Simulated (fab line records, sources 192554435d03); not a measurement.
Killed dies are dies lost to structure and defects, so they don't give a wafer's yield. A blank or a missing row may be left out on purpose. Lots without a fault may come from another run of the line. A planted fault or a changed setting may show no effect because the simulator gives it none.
Chamber matching | flow n5_finfet | N5_FIN_CUT_STRIP_24 on rie_diel-05: 4 sister chambers
The step strips in CF4. 24 wafers are shown with their chamber, then 12 later ones without.

WAFERS WITH THEIR CHAMBER
wafer  | chamber | showerhead_plenum_p_Torr (Torr) | throttle_valve_pct (%) | oes_product_au (a.u.)
L075.1 | 1       | 1.91                            | 13.57                  | 0.95
L075.4 | 0       | 1.87                            | 13.75                  | 0.74
L075.5 | 1       | 1.91                            | 13.58                  | 0.95
L077.3 | 1       | 1.91                            | 13.57                  | 0.94
L077.4 | 0       | 1.87                            | 13.76                  | 0.74
L077.5 | 0       | 1.87                            | 13.76                  | 0.74
L081.2 | 3       | 1.76                            | 13.30                  | 0.93
L081.3 | 2       | 1.74                            | 13.54                  | 0.78
L081.5 | 0       | 1.87                            | 13.75                  | 0.74
L082.1 | 2       | 1.74                            | 13.53                  | 0.79
L082.4 | 0       | 1.87                            | 13.76                  | 0.74
L082.6 | 1       | 1.90                            | 13.57                  | 0.91
L083.1 | 3       | 1.76                            | 13.33                  | 0.91
L083.2 | 0       | 1.87                            | 13.77                  | 0.73
L083.6 | 3       | 1.76                            | 13.31                  | 0.91
L084.2 | 0       | 1.87                            | 13.79                  | 0.73
L084.4 | 3       | 1.76                            | 13.33                  | 0.91
L084.5 | 2       | 1.74                            | 13.54                  | 0.78
L086.2 | 0       | 1.87                            | 13.78                  | 0.73
L086.3 | 3       | 1.76                            | 13.32                  | 0.90
L086.4 | 1       | 1.90                            | 13.60                  | 0.91
L087.3 | 2       | 1.73                            | 13.54                  | 0.77
L087.4 | 0       | 1.87                            | 13.78                  | 0.73
L087.5 | 0       | 1.87                            | 13.78                  | 0.73

SIGNATURES (means of the wafers above)
reading                  | chamber 0 | chamber 1 | chamber 2 | chamber 3 | scatter within a chamber
showerhead_plenum_p_Torr | 1.8700    | 1.9060    | 1.7375    | 1.7600    | 0.00312
throttle_valve_pct       | 13.7680   | 13.5780   | 13.5375   | 13.3180   | 0.0126
oes_product_au           | 0.7350    | 0.9320    | 0.7800    | 0.9120    | 0.0114
Rule: a wafer's distance from a chamber is the root of the sum, over the readings, of the square of ((its reading less the chamber's mean) divided by the reading's scatter). The wafer belongs to the nearest chamber; if the next one is less than 2 further off, it can't be placed. The scatter: the root of (the sum of the squares of (reading less its chamber's mean) over the shown wafers, divided by (wafers less chambers)).

WAFERS WITHOUT THEIR CHAMBER
wafer  | showerhead_plenum_p_Torr (Torr) | throttle_valve_pct (%) | oes_product_au (a.u.)
L090.1 | 1.73                            | 13.57                  | 0.77
L090.2 | 1.90                            | 13.62                  | 0.89
L090.6 | 1.76                            | 13.35                  | 0.88
L092.1 | 1.76                            | 13.36                  | 0.87
L092.3 | 1.73                            | 13.57                  | 0.77
L092.6 | 1.86                            | 13.81                  | 0.72
L096.1 | 1.73                            | 13.59                  | 0.76
L096.2 | 1.86                            | 13.81                  | 0.71
L096.4 | 1.76                            | 13.35                  | 0.86
L097.3 | 1.90                            | 13.64                  | 0.88
L097.5 | 1.73                            | 13.58                  | 0.76
L097.6 | 1.90                            | 13.65                  | 0.88

WHICH CHAMBER EACH WENT THROUGH
wafer  | from the rows above | in truth
L090.1 | 2                   | 2
L090.2 | 1                   | 1
L090.6 | 3                   | 3
L092.1 | 3                   | 3
L092.3 | 2                   | 2
L092.6 | 0                   | 0
L096.1 | 2                   | 2
L096.2 | 0                   | 0
L096.4 | 3                   | 3
L097.3 | 1                   | 1
L097.5 | 2                   | 2
L097.6 | 1                   | 1
Placed correctly: 12 of 12. Can't be placed from these rows: 0. Placed wrongly: 0.
